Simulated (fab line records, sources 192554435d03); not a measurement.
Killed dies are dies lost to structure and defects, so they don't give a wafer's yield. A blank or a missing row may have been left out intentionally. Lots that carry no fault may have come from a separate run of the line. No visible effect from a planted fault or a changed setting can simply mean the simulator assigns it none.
A struck lot beside a sound one / flow n5_finfet / 16 out of 1938 route steps
Sound: these wafers, L618.1, L618.3, L618.4. Struck: wafer L627.3 (left out: L627.2, a lot-mate that was not struck); the cause follows at the end.
Each step with rows lists, per side, the tool, then ch with its chambers, then its first start. Under that, the readings that differ: sound wafers / struck wafers / difference of the means / sigmas: that difference in standard deviations of wafers without a fault.
alike: a reading whose means differ by less than 2 such deviations, as well as words and numbers matching on both sides. not compared: withheld readings; readings where some wafer has no value; bounds like >300 that might hide an equal value; numbers whose values overlap and for which the record gives no deviation.
A row with sigmas, a row that says differs or no value, or rows on one side alone: a step with any of these is where the two part. Non-overlapping numbers with no deviation appear without sigmas and do not part them. A reading that every wafer of one side lacks parts them only if that side has two wafers or more.

first, 8 steps without rows for these wafers: N5_BEOL_M2_COAT_62 (time 60 s, resist thk 12 nm); N5_BEOL_M2_COAT_73 (time 60 s, resist thk 5 nm); N5_BEOL_M2_COAT_05 (resist thk 30 nm); N5_BEOL_M2_EBR_07; N5_BEOL_M2_SOFTBAKE_06 (time 60 s); N5_BEOL_M2_EXPOSE_08 (exposes mask M2); N5_BEOL_M2_PEB_09 (peb time 60 s); N5_BEOL_M2_DEVELOP_10 (develop time 30 s).
N5_BEOL_M2_CD_MEAS_11: the cd target is 16.79 nm.
  sound on cd_sem-03 ch 0, day 8 00:19; struck on cd_sem-02 ch 0, day 10 14:13
  alike: cd_nm
N5_BEOL_M2_OVL_MEAS_12:
  sound on overlay-01 ch 0, day 8 00:20; struck on overlay-02 ch 0, day 10 14:16
  alike: M2_OVL
N5_BEOL_M2_INSPECT_13: inspects for defects (brightfield).
  sound on defect_inspect-01 at day 8 00:24; struck on defect_inspect-01 at day 10 14:19
  alike: raw_defect_count
N5_BEOL_M2_DESCUM_16: chemistry O2, time 7 s.
  sound on rie_diel-05 ch 0,1,2, day 8 00:28; struck on rie_diel-02 ch 0, day 10 14:20
reading=rf_hours_counter_h (h); sound=248 190 242; struck=127; difference=-100; sigmas=
  alike: drypump_motor_current_A, oes_product_au, rf_vpp_V, showerhead_plenum_p_Torr, throttle_valve_pct
N5_BEOL_M2_ETCH_74: etches underlayer in N2/H2, target depth 6.5 nm, time 5.2 s.
  sound on rie_diel-05 ch 0,1,2, day 8 00:30; struck on rie_diel-02 ch 0, day 10 14:23
reading=etch_rf_on_time_s (s); sound=5.33 5.11 5.38; struck=5.86; difference=+0.59; sigmas=+5
reading=rf_hours_counter_h (h); sound=248 190 242; struck=127; difference=-100; sigmas=
  alike: drypump_motor_current_A, oes_product_au, rf_vpp_V, showerhead_plenum_p_Torr, throttle_valve_pct
N5_BEOL_M2_ETCH_63: etches SiARC in CF4, target depth 15.6 nm, time 26 s.
  sound on rie_diel-05 ch 0,1,2, day 8 00:31; struck on rie_diel-02 ch 0, day 10 14:24
reading=rf_hours_counter_h (h); sound=248 190 242; struck=127; difference=-100; sigmas=
  alike: cf4_flow_sccm, drypump_motor_current_A, etch_rf_on_time_s, oes_product_au, rf_vpp_V, showerhead_plenum_p_Torr, throttle_valve_pct
N5_BEOL_M4_RC_MEAS_101:
  sound on prober-02 ch 0, day 9 17:53; struck on prober-01 ch 0, day 12 04:56
reading=DIBL_N (mV/V); sound=37.2 39.4 36.2; struck=34.1; difference=-3.5; sigmas=-2
  alike: DIBL_P, IOFF_N, IOFF_P, ION_N, ION_P, SS_N, SS_P, VT_N, VT_P
-- here the record skips 4 days between the struck wafers' starts before and after, leaving off in module BEOL_M4 and picking up in module PASSIVATION (first step shown: number 1936 of the route) --
N5_PASSIVATION_PROBE_49:
  sound on prober-01 at day 13 20:16; struck on prober-02 at day 16 05:12
reading=sort_bin_6_memory (%); sound=3.9 3.8 2.9; struck=5.0; difference=+1.5; sigmas=+2
  alike: defect_limited_yield, killed_at_M0_to_M3, killed_at_M4_up, killed_at_contacts, killed_at_front_end, killed_at_other, killed_dies, killed_open, killed_short, sort_bin_5_function, sort_bin_8_speed, sort_n_pass, sort_yield_pct

## WHERE THEY PART
At N5_BEOL_M2_ETCH_74 first; at N5_PASSIVATION_PROBE_49 last (within this record only).

WHY: the cause the simulator had injected
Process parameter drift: rie_diel-02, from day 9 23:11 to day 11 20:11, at N5_BEOL_M2_ETCH_74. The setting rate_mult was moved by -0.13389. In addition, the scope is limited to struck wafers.
